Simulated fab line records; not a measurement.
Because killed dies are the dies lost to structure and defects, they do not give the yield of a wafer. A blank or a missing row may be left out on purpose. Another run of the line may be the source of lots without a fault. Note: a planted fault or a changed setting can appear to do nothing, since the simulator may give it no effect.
fab line records | flow nand-harc
record lots=7 | wafers=18 | last-day=33
route steps=1302 shown A_STAIRCASE@656 END@1302
lots untouched by any fault: they come from a run of this same line in which no faults occurred
start-h: hours from the record's opening day to when the first of the lot's shown wafers began | wait-h: hours elapsed since this lot's preceding step | " the same as in the row above | L1.1+2: a single row standing in for several wafers | - value missing, or start not given | * or withheld: withheld | < > ~ a bound
route shown NAME@n: names a module that has steps shown in the file, with the first one's number in the route | usual: mean/standard deviation of fault-free wafers | same: alike in all rows | chamber/n: place in a boat | sites: the reading at each site | _std_site: standard deviation of those values | _edge_site: outer sites' mean less inner sites' | radius-mm: for every site, how far away it sits from the centre of the wafer | mask NAME#n: copy n | behind: the most recent tool/chamber to have shaped the wafer | hold: why the lot went on hold/how many hours it stayed there/how the hold came to an end | device: the n, p or np transistor that did not switch | end of line: the same wafers' tests at the end of the route | a step without rows: its recipe alone | killed: the dies lost at the first sort to structure and to defects; this is not the yield of the wafer | map: a wafer's dies, marking killed ones x, the rest . and places with no die _
set.NAME: the run value of the setting; set.NAME@STEP: its run value at that earlier step | model.NAME: the simulator's own value behind a step, which no gauge read
lots seen at some steps along the route; tables by step, rows by wafer
services: from which hour (start-h, from the record's first day; less than 0 if before it) a tool's chamber was out of use, for how many hours, and why
## steps
# step NHARC_A_STAIRCASE_SRD_174
# step NHARC_A_STAIRCASE_DEHYDRATE_01
# recipe temp-c=150 | time-s=120
# step NHARC_A_STAIRCASE_HMDS_02
# recipe time-s=30
# step NHARC_A_STAIRCASE_COAT_03
# recipe spin-rpm=1200
# step NHARC_A_STAIRCASE_SOFTBAKE_04
# recipe temp-c=135 | time-s=170
# step NHARC_A_STAIRCASE_EBR_05
# step NHARC_A_STAIRCASE_EXPOSE_06
# recipe na=0.5 | dose-mj=25.43 | mask-id=STAIR
# step NHARC_A_STAIRCASE_PEB_07
# recipe peb-temp-c=115 | peb-time-s=130
# step NHARC_A_STAIRCASE_DEVELOP_08
# recipe time-s=140
# step NHARC_A_STAIRCASE_HARDBAKE_10
# recipe temp-c=120 | time-s=140
# step NHARC_A_STAIRCASE_DESCUM_11
# recipe time-s=3 | o2-flow-sccm=200 | ar-flow-sccm=0 | bias-power-w=0 | chemistry=O2
# usual drypump-motor-current-A=5.7/0.36 | oes-product-au=1.000/0.01 | rf-vpp-V=57.8/0.91 | showerhead-plenum-p-Torr=1.90/0.099 | throttle-valve-pct=11.311/0.0094
lot.wafer | tool        | chamber | start-h | wait-h | drypump-motor-current-A | oes-product-au | rf-hours-counter-h | rf-vpp-V | showerhead-plenum-p-Torr | throttle-valve-pct
L654.4    | rie-diel-03 | 1       | 376.90  | -      | 6.3                     | 0.984          | 34                 | 55.8     | 1.79                     | 11.318
L654.2    | "           | 0       | "       | "      | 5.5                     | 0.993          | 34                 | 59.0     | 2.03                     | 11.304
L654.6    | "           | 2       | "       | "      | 5.7                     | 1.005          | -                  | 58.4     | 1.77                     | 11.329
L657.2    | rie-diel-10 | 3       | 409.80  | -      | 5.5                     | 1.005          | 58                 | 57.0     | 1.76                     | 11.333
L657.4    | "           | 0       | "       | "      | 5.2                     | 0.998          | 53                 | 58.0     | 1.87                     | 11.313
L657.6    | "           | 2       | "       | "      | 5.1                     | 1.005          | -                  | 56.7     | 1.92                     | 11.303
L665.1    | rie-diel-08 | 2       | 504.68  | -      | 5.7                     | 1.015          | 40                 | 58.1     | 1.98                     | 11.313
L665.4    | "           | 1       | "       | "      | 5.9                     | 0.982          | 43                 | 58.2     | 1.97                     | 11.327
L665.6    | "           | 3       | "       | "      | 6.3                     | 0.993          | -                  | 58.4     | 1.78                     | 11.323
L668.4    | rie-diel-08 | 3       | 511.92  | -      | 6.3                     | 1.009          | 43                 | 58.0     | 1.77                     | 11.293
L668.6    | "           | 0       | "       | "      | 5.9                     | 0.999          | -                  | 59.4     | 1.99                     | 11.312
L669.4    | rie-diel-08 | 1       | 523.43  | -      | 5.9                     | 0.980          | 46                 | 57.7     | 1.97                     | 11.330
L669.1    | "           | 2       | "       | "      | 5.7                     | 1.022          | 44                 | 59.6     | 1.97                     | 11.311
L667.4    | rie-diel-08 | 0       | 524.09  | -      | 5.9                     | 1.002          | 47                 | 57.5     | 1.99                     | 11.304
L667.6    | "           | 1       | "       | "      | 5.9                     | 0.994          | -                  | 57.8     | 1.97                     | 11.302
L674.4    | rie-diel-08 | 3       | 581.52  | -      | 6.3                     | 1.008          | 5                  | 59.9     | 2.07                     | 11.318
L674.3    | "           | 0       | "       | "      | 5.9                     | 1.014          | 4                  | 58.5     | 1.98                     | 11.301
L674.5    | "           | 3       | "       | "      | 6.3                     | 1.017          | -                  | 57.9     | 2.07                     | 11.291
# step NHARC_A_STAIRCASE_TRIM_12
# recipe time-s=211.2 | o2-flow-sccm=500 | ar-flow-sccm=0 | bias-w=0 | chemistry=O2
# usual drypump-motor-current-A=5.8/0.36 | oes-product-au=1.000/0.01 | rf-vpp-V=57.7/0.9 | showerhead-plenum-p-Torr=3.51/0.17 | throttle-valve-pct=17.036/0.0081
lot.wafer | tool        | chamber | start-h | wait-h | drypump-motor-current-A | oes-product-au | rf-hours-counter-h | rf-vpp-V | showerhead-plenum-p-Torr | throttle-valve-pct
L654.2    | rie-diel-03 | 0       | 376.99  | 0.1    | 5.5                     | 0.994          | 34                 | 56.9     | 3.72                     | 17.025
L654.4    | "           | 3       | "       | "      | 5.6                     | 0.976          | 28                 | 57.3     | 3.54                     | 17.036
L654.6    | "           | 1       | "       | "      | 6.3                     | 1.001          | -                  | 57.4     | 3.32                     | 17.036
L657.2    | rie-diel-10 | 0       | 409.92  | 0.1    | 5.3                     | 0.994          | 53                 | 57.5     | 3.45                     | 17.026
L657.4    | "           | 1       | "       | "      | 6.0                     | 0.982          | 51                 | 55.5     | 3.32                     | 17.036
L657.6    | "           | 1       | "       | "      | 6.0                     | 0.985          | -                  | 57.4     | 3.32                     | 17.021
L665.4    | rie-diel-08 | 3       | 504.76  | 0.1    | 6.3                     | 1.002          | 41                 | 56.7     | 3.29                     | 17.026
L665.1    | "           | 2       | "       | "      | 5.8                     | 1.024          | 40                 | 57.9     | 3.64                     | 17.026
L665.6    | "           | 0       | "       | "      | 5.9                     | 1.001          | -                  | 57.7     | 3.66                     | 17.054
L668.4    | rie-diel-08 | 3       | 511.98  | 0.1    | 6.3                     | 0.796          | 43                 | 57.8     | 3.29                     | 17.052
L668.6    | "           | 3       | "       | "      | 6.3                     | 1.001          | -                  | 57.9     | 3.29                     | 17.031
L669.4    | rie-diel-08 | 0       | 523.50  | 0.1    | 5.9                     | 0.784          | 47                 | 57.8     | 3.65                     | 17.034
L669.1    | "           | 1       | "       | "      | 5.9                     | 0.783          | 46                 | 58.3     | 3.62                     | 17.031
L667.4    | rie-diel-08 | 3       | 524.20  | 0.1    | 6.3                     | 0.791          | 45                 | 56.0     | 3.29                     | 17.032
L667.6    | "           | 1       | "       | "      | 5.9                     | 0.990          | -                  | 58.9     | 3.62                     | 17.022
L674.4    | rie-diel-08 | 1       | 581.61  | 0.1    | 5.9                     | 0.993          | 4                  | 58.6     | 3.61                     | 17.042
L674.3    | "           | 0       | "       | "      | 5.8                     | 1.008          | 4                  | 58.9     | 3.64                     | 17.040
L674.5    | "           | 2       | "       | "      | 5.8                     | 1.009          | -                  | 57.2     | 3.63                     | 17.029
# step NHARC_A_STAIRCASE_ETCH_13
# recipe target-depth-a=1000 | time-s=40.5 | ion-energy-ev=400 | c4f8-flow-sccm=20 | o2-flow-sccm=10 | ar-flow-sccm=withheld | rf-w=600 | bias-w=1000 | chemistry=C4F8/O2
# usual oes-product-au=0.944/0.013 | rf-fwd-power-W=592.6/2.5 | rf-vpp-V=896/6.1
lot.wafer | tool        | chamber | start-h | wait-h | oes-product-au | rf-fwd-power-W | rf-hours-counter-h | rf-vpp-V
L654.4    | rie-diel-03 | 0       | -       | -      | 0.935          | 591.6          | 34                 | 902
L654.2    | "           | 1       | "       | "      | 0.933          | 589.5          | 34                 | 889
L654.6    | "           | 1       | "       | "      | 0.938          | 588.5          | -                  | 888
L657.4    | rie-diel-10 | 2       | -       | -      | 0.922          | 593.6          | 56                 | 897
L657.2    | "           | 3       | "       | "      | 0.939          | 592.1          | 58                 | 887
L657.6    | "           | 0       | "       | "      | 0.941          | 593.9          | -                  | 894
L665.4    | rie-diel-08 | 3       | -       | -      | 0.947          | 592.6          | 41                 | 889
L665.1    | "           | 1       | "       | "      | 0.950          | 593.3          | 43                 | 899
L665.6    | "           | 3       | "       | "      | 0.942          | 591.6          | -                  | 887
L668.4    | rie-diel-08 | 1       | -       | -      | 0.937          | 592.2          | 44                 | 899
L668.6    | "           | 1       | "       | "      | 0.940          | 591.7          | -                  | 899
L669.1    | rie-diel-08 | 2       | -       | -      | 0.996          | 594.0          | 44                 | 899
L669.4    | "           | 0       | "       | "      | 0.947          | 590.0          | 47                 | 902
L667.4    | rie-diel-08 | 2       | -       | -      | 0.964          | 597.0          | 44                 | 900
L667.6    | "           | 1       | "       | "      | 0.931          | 591.3          | -                  | 898
L674.3    | rie-diel-08 | 1       | -       | -      | 0.942          | 594.2          | 4                  | 899
L674.4    | "           | 3       | "       | "      | 0.954          | 590.4          | 5                  | 906
L674.5    | "           | 0       | "       | "      | 0.951          | 592.8          | -                  | 902
# step NHARC_END_SORT_01
# recipe temp-c=25
# usual killed-at-array=59/16 | killed-at-other=0.8/1.1 | killed-at-periphery=3.6/2.4 | killed-dies=64/16 | killed-open=3.4/1.8 | killed-short=2.5/1.6
# same gross-dies=677
lot.wafer | tool      | chamber | start-h | wait-h | killed-at-array | killed-at-other | killed-at-periphery | killed-dies | killed-open | killed-short
L654.2    | prober-02 | 0       | 589.32  | 2.8    | 74              | 0               | 2                   | 76          | 4           | 3
L654.4    | prober-02 | 0       | 590.92  | 3.4    | 81              | 0               | 1                   | 82          | 4           | 4
L654.6    | prober-02 | 0       | 592.51  | 4.0    | 68              | 0               | 2                   | 70          | 2           | 3
L657.2    | prober-01 | 0       | 614.36  | 2.8    | 75              | 0               | 3                   | 78          | 4           | 0
L657.4    | prober-01 | 0       | 615.96  | 3.4    | 70              | 0               | 3                   | 73          | 3           | 0
L657.6    | prober-01 | 0       | 617.56  | 4.0    | 71              | 0               | 1                   | 72          | 3           | 1
L665.1    | prober-01 | 0       | 708.60  | 2.5    | 38              | 0               | 6                   | 44          | 0           | 0
L665.4    | prober-01 | 0       | 711.02  | 3.4    | 44              | 0               | 8                   | 52          | 1           | 1
L665.6    | prober-01 | 0       | 712.64  | 4.0    | 51              | 0               | 10                  | 61          | 2           | 4
L668.4    | prober-02 | 0       | 727.56  | 3.4    | 671             | 3               | 3                   | 677         | 4           | 2
L668.6    | prober-02 | 0       | 729.15  | 4.0    | 46              | 2               | 1                   | 49          | 5           | 1
L667.4    | prober-01 | 0       | 736.15  | 3.4    | 674             | 1               | 2                   | 677         | 3           | 2
L667.6    | prober-01 | 0       | 737.77  | 4.1    | 65              | 1               | 3                   | 69          | 3           | 3
L674.3    | prober-01 | 0       | 790.64  | 3.1    | 29              | 0               | 2                   | 31          | 4           | 2
L674.4    | prober-01 | 0       | 791.45  | 3.4    | 31              | 0               | 1                   | 32          | 4           | 3
L674.5    | prober-01 | 0       | 792.27  | 3.8    | 26              | 0               | 4                   | 30          | 2           | 4
# killed by level:class
L654.2 A_CHANNEL_HOLE_D2:chamber-film-flake=30 A_SLIT:chamber-film-flake=21 A_STAIRCASE:chamber-film-flake=9 A_M0:chamber-film-flake=4 A_CHANNEL_FILL_D1:geometric-particle:short=2 A_CONTACT:chamber-film-flake=2 A_ONON_D1:geometric-particle:open=1 A_DECK1_JOINT:geometric-particle:open=1
L654.4 A_SLIT:chamber-film-flake=30 A_CHANNEL_HOLE_D2:chamber-film-flake=28 A_STAIRCASE:chamber-film-flake=7 A_M0:chamber-film-flake=4 A_CHANNEL_HOLE_D1:chamber-film-flake=2 A_CONTACT:chamber-film-flake=2 P_GATE:geometric-particle:open=1 A_ONON_D1:geometric-particle:short=1
L654.6 A_CHANNEL_HOLE_D2:chamber-film-flake=31 A_SLIT:chamber-film-flake=16 A_STAIRCASE:chamber-film-flake=10 A_CONTACT:chamber-film-flake=4 A_CHANNEL_HOLE_D1:chamber-film-flake=2 P_M1:geometric-particle:open=1 A_CHANNEL_FILL_D1:geometric-particle:short=1 A_ONON_D2:geometric-particle:short=1
L657.2 A_CHANNEL_HOLE_D2:chamber-film-flake=36 A_SLIT:chamber-film-flake=28 A_STAIRCASE:chamber-film-flake=4 A_CONTACT:chamber-film-flake=2 A_CHANNEL_FILL_D1:geometric-particle:open=1 A_CHANNEL_FILL_D2:geometric-particle:open=1 A_WL_FILL:geometric-particle:open=1 A_M0:geometric-particle:open=1
L657.4 A_CHANNEL_HOLE_D2:chamber-film-flake=36 A_SLIT:chamber-film-flake=24 A_CONTACT:chamber-film-flake=4 A_STAIRCASE:chamber-film-flake=2 P_CONTACT:geometric-particle:open=1 P_M0:geometric-particle:open=1 A_BLC:geometric-particle:open=1 P_GATE:chamber-film-flake=1
L657.6 A_CHANNEL_HOLE_D2:chamber-film-flake=33 A_SLIT:chamber-film-flake=24 A_CHANNEL_HOLE_D1:chamber-film-flake=4 A_CONTACT:chamber-film-flake=4 A_ONON_D1:geometric-particle:open=1 A_CHANNEL_HOLE_D2:geometric-particle:short=1 A_WL_FILL:geometric-particle:open=1 A_M1:geometric-particle:open=1
L665.1 A_CHANNEL_HOLE_D2:chamber-film-flake=22 A_CHANNEL_HOLE_D1:chamber-film-flake=10 P_CONTACT:chamber-film-flake=5 A_CHANNEL_FILL_D2:chamber-film-flake=2 A_BONDPAD:chamber-film-flake=2 P_ZERO_WELL:chamber-film-flake=1 A_STAIRCASE:chamber-film-flake=1 A_SLIT:chamber-film-flake=1
L665.4 A_CHANNEL_HOLE_D1:chamber-film-flake=14 A_CHANNEL_HOLE_D2:chamber-film-flake=14 A_CHANNEL_FILL_D2:chamber-film-flake=5 P_STI:chamber-film-flake=4 A_STAIRCASE:chamber-film-flake=4 P_CONTACT:chamber-film-flake=3 A_WL_FILL:chamber-film-flake=2 A_CHANNEL_FILL_D1:geometric-particle:open=1
L665.6 A_CHANNEL_HOLE_D2:chamber-film-flake=23 P_CONTACT:chamber-film-flake=7 A_CHANNEL_HOLE_D1:chamber-film-flake=7 A_SLIT:chamber-film-flake=7 A_CHANNEL_FILL_D2:chamber-film-flake=4 A_CHANNEL_HOLE_D2:geometric-particle:short=2 P_STI:chamber-film-flake=2 A_WL_FILL:chamber-film-flake=2
L668.4 A_STAIRCASE:area-trim=617 A_CHANNEL_HOLE_D2:chamber-film-flake=26 A_CHANNEL_HOLE_D1:chamber-film-flake=13 A_CONTACT:chamber-film-flake=6 A_SLIT:chamber-film-flake=3 THIN_TSV:chamber-film-flake=3 P_GATE:geometric-particle:open=1 A_CHANNEL_HOLE_D1:geometric-particle:short=1
L668.6 A_CHANNEL_HOLE_D2:chamber-film-flake=26 A_SLIT:chamber-film-flake=6 A_CHANNEL_HOLE_D1:chamber-film-flake=3 A_ONON_D2:geometric-particle:open=2 THIN_TSV:chamber-film-flake=2 A_CHANNEL_HOLE_D1:geometric-particle:open=1 A_CHANNEL_FILL_D1:geometric-particle:open=1 A_CHANNEL_FILL_D2:geometric-particle:open=1
L667.4 A_STAIRCASE:area-trim=614 A_SLIT:chamber-film-flake=33 A_CHANNEL_HOLE_D2:chamber-film-flake=12 A_CHANNEL_HOLE_D1:chamber-film-flake=8 P_CONTACT:geometric-particle:open=1 A_CHANNEL_FILL_D1:geometric-particle:open=1 A_DECK1_JOINT:geometric-particle:short=1 A_WL_FILL:geometric-particle:short=1
L667.6 A_SLIT:chamber-film-flake=29 A_CHANNEL_HOLE_D2:chamber-film-flake=17 A_CHANNEL_HOLE_D1:chamber-film-flake=5 A_CHANNEL_FILL_D2:chamber-film-flake=3 A_STAIRCASE:chamber-film-flake=3 A_CONTACT:chamber-film-flake=3 A_M0:geometric-particle:short=2 P_GATE:geometric-particle:open=1
L674.3 A_SLIT:chamber-film-flake=10 A_CONTACT:chamber-film-flake=5 A_CHANNEL_HOLE_D1:chamber-film-flake=3 A_ONON_D2:geometric-particle:open=2 A_ZERO_WELL:chamber-film-flake=2 A_CHANNEL_HOLE_D2:chamber-film-flake=2 A_M1:chamber-film-flake=2 P_GATE:geometric-particle:open=1
L674.4 A_SLIT:chamber-film-flake=8 A_CHANNEL_HOLE_D1:chamber-film-flake=6 A_CONTACT:chamber-film-flake=5 A_WL_FILL:geometric-particle:short=2 A_WL_FILL:chamber-film-flake=2 A_M1:chamber-film-flake=2 A_ONON_D1:geometric-particle:short=1 A_CHANNEL_HOLE_D1:geometric-particle:open=1
L674.5 A_SLIT:chamber-film-flake=7 A_CHANNEL_HOLE_D1:chamber-film-flake=6 A_CONTACT:chamber-film-flake=5 P_ZERO_WELL:chamber-film-flake=2 P_M0:geometric-particle:open=1 A_SOURCE_PLATE:geometric-particle:open=1 A_SOURCE_PLATE:geometric-particle:short=1 A_ONON_D1:geometric-particle:short=1
# map L667.4 (x killed, . not)
____________x____________
_________xxxxxxx_________
_______xxxxxxxxxxx_______
______xxxxxxxxxxxxx______
_____xxxxxxxxxxxxxxx_____
____xxxxxxxxxxxxxxxxx____
____xxxxxxxxxxxxxxxxx____
___xxxxxxxxxxxxxxxxxxx___
___xxxxxxxxxxxxxxxxxxx___
__xxxxxxxxxxxxxxxxxxxxx__
__xxxxxxxxxxxxxxxxxxxxx__
_xxxxxxxxxxxxxxxxxxxxxxx_
_xxxxxxxxxxxxxxxxxxxxxxx_
_xxxxxxxxxxxxxxxxxxxxxxx_
_xxxxxxxxxxxxxxxxxxxxxxx_
_xxxxxxxxxxxxxxxxxxxxxxx_
xxxxxxxxxxxxxxxxxxxxxxxxx
xxxxxxxxxxxxxxxxxxxxxxxxx
xxxxxxxxxxxxxxxxxxxxxxxxx
xxxxxxxxxxxxxxxxxxxxxxxxx
xxxxxxxxxxxxxxxxxxxxxxxxx
_xxxxxxxxxxxxxxxxxxxxxxx_
_xxxxxxxxxxxxxxxxxxxxxxx_
_xxxxxxxxxxxxxxxxxxxxxxx_
_xxxxxxxxxxxxxxxxxxxxxxx_
_xxxxxxxxxxxxxxxxxxxxxxx_
__xxxxxxxxxxxxxxxxxxxxx__
__xxxxxxxxxxxxxxxxxxxxx__
___xxxxxxxxxxxxxxxxxxx___
___xxxxxxxxxxxxxxxxxxx___
____xxxxxxxxxxxxxxxxx____
____xxxxxxxxxxxxxxxxx____
_____xxxxxxxxxxxxxxx_____
______xxxxxxxxxxxxx______
_______xxxxxxxxxxx_______
_________xxxxxxx_________
____________x____________
# map L668.4 (x killed, . not)
____________x____________
_________xxxxxxx_________
_______xxxxxxxxxxx_______
______xxxxxxxxxxxxx______
_____xxxxxxxxxxxxxxx_____
____xxxxxxxxxxxxxxxxx____
____xxxxxxxxxxxxxxxxx____
___xxxxxxxxxxxxxxxxxxx___
___xxxxxxxxxxxxxxxxxxx___
__xxxxxxxxxxxxxxxxxxxxx__
__xxxxxxxxxxxxxxxxxxxxx__
_xxxxxxxxxxxxxxxxxxxxxxx_
_xxxxxxxxxxxxxxxxxxxxxxx_
_xxxxxxxxxxxxxxxxxxxxxxx_
_xxxxxxxxxxxxxxxxxxxxxxx_
_xxxxxxxxxxxxxxxxxxxxxxx_
xxxxxxxxxxxxxxxxxxxxxxxxx
xxxxxxxxxxxxxxxxxxxxxxxxx
xxxxxxxxxxxxxxxxxxxxxxxxx
xxxxxxxxxxxxxxxxxxxxxxxxx
xxxxxxxxxxxxxxxxxxxxxxxxx
_xxxxxxxxxxxxxxxxxxxxxxx_
_xxxxxxxxxxxxxxxxxxxxxxx_
_xxxxxxxxxxxxxxxxxxxxxxx_
_xxxxxxxxxxxxxxxxxxxxxxx_
_xxxxxxxxxxxxxxxxxxxxxxx_
__xxxxxxxxxxxxxxxxxxxxx__
__xxxxxxxxxxxxxxxxxxxxx__
___xxxxxxxxxxxxxxxxxxx___
___xxxxxxxxxxxxxxxxxxx___
____xxxxxxxxxxxxxxxxx____
____xxxxxxxxxxxxxxxxx____
_____xxxxxxxxxxxxxxx_____
______xxxxxxxxxxxxx______
_______xxxxxxxxxxx_______
_________xxxxxxx_________
____________x____________
## services
tool        | chamber | start-h | hours | kind
rie-diel-03 | 3       | 353.14  | 5.0   | repair
rie-diel-08 | 0       | 353.49  | -     | clean
rie-diel-08 | 1       | 353.49  | -     | clean
rie-diel-08 | 2       | 353.49  | -     | clean
rie-diel-08 | 3       | 353.49  | -     | clean
rie-diel-08 | -       | 371.69  | 9.0   | pm
rie-diel-08 | 0       | 371.69  | 9.0   | vent-cycle
rie-diel-08 | 1       | 371.69  | 9.0   | vent-cycle
rie-diel-08 | 2       | 371.69  | 9.0   | vent-cycle
rie-diel-08 | 3       | 371.69  | 9.0   | vent-cycle
rie-diel-08 | 0       | 380.69  | -     | clean
rie-diel-08 | 1       | 380.69  | -     | clean
rie-diel-08 | 2       | 380.69  | -     | clean
rie-diel-08 | 3       | 380.69  | -     | clean
rie-diel-03 | 1       | 381.98  | 11.9  | repair
rie-diel-08 | 2       | 382.30  | 3.3   | repair
rie-diel-08 | 0       | 407.36  | -     | clean
rie-diel-08 | 1       | 407.36  | -     | clean
rie-diel-08 | 2       | 407.36  | -     | clean
rie-diel-10 | -       | 419.94  | 9.0   | pm
rie-diel-03 | -       | 442.14  | 0.5   | repair
rie-diel-03 | -       | 458.33  | 9.0   | pm
rie-diel-08 | -       | 549.09  | 9.0   | pm
rie-diel-03 | 3       | 555.71  | 3.1   | repair
## key
first-sign step=NHARC_A_STAIRCASE_TRIM_12 | reading=oes-product-au | direction=down | sigmas=20 | usual=1.000 | struck=0.789
effect step=NHARC_END_SORT_01 | reading=killed-dies | direction=up | sigmas=39 | usual=64 | struck=677
more-kills-born-at NHARC_A_STAIRCASE_TRIM_12@rie-diel-08=1231
met-at NHARC_A_STAIRCASE_TRIM_12
struck-wafers L667.4,L668.4,L669.1,L669.4
later-rows-left-out L667.4,L668.4,L669.1,L669.4
sort-left-out L669.1,L669.4
tester-left-out L667,L668,L669
onset-between 504.76 511.98
fault kind=process-parameter-drift | tool=rie-diel-08 | chamber=- | onset-h=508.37 | steps=NHARC_A_STAIRCASE_TRIM_12 | channel=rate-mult | offset=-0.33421 | shape=step | end-h=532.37 | scope=struck-wafers-only
# tester-left-out: of these lots the tester's yield and bins aren't shown, on N5 and GAA mostly nor the transistor test; their killed dies are dies lost to structure and defects alone, not to doping, threshold or leakage, so they don't give the yield
# sort-left-out: the simulated sort isn't trusted on such a fault, so these wafers' sort isn't shown, and their yield isn't known
# later-rows-left-out: the simulator's readings of these wafers behind a module that went badly wrong aren't trusted and aren't shown, but for the sort
